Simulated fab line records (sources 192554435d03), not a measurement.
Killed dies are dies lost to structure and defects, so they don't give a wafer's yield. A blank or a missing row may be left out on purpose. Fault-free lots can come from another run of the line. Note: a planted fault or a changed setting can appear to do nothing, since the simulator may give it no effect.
Matching of chambers	flow n5 finfet	N5_BEOL_M10_ILD_DEP_00 on pecvd-01: 3 sister chambers
The step deposits SiCOH lowk from DEMS/porogen, target thk 308.51 nm, time 58 s. 3 wafers are shown with their chamber, then 6 later ones without.

== WAFERS WITH THEIR CHAMBER ==
wafer	chamber	showerhead vpp V (V)
L375.6	1	1397
L381.2	2	1292
L380.3	0	1276

== WAFERS WHOSE CHAMBER IS MISSING ==
wafer	showerhead vpp V (V)
L380.5	1270
L383.2	1389
L383.4	1399
L382.4	1368
L382.5	1286
L382.6	1266

== EACH ONE'S CHAMBER ==
wafer	from the rows above	in truth
L380.5	can't be placed: 0 or 2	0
L383.2	1	1
L383.4	1	1
L382.4	1	1
L382.5	can't be placed: 2 or 0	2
L382.6	can't be placed: 0 or 2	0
Correctly placed: 3 of 6. These rows do not allow placing 3 (true chamber among the candidates in 3). 0 placed wrongly.
How it was worked out, from the rows above alone: a wafer's distance from a chamber is the root of the sum, over the readings, of the square of ((its reading less the chamber's mean) divided by the reading's scatter). If the next closest chamber is less than 2 further off than the closest, the wafer can't be placed; otherwise it belongs to the closest. A chamber's mean is the mean of its shown wafers. The scatter (one wafer shown for each chamber): square how far every hidden wafer sits from the nearest shown wafer, average those squares and take the square root.
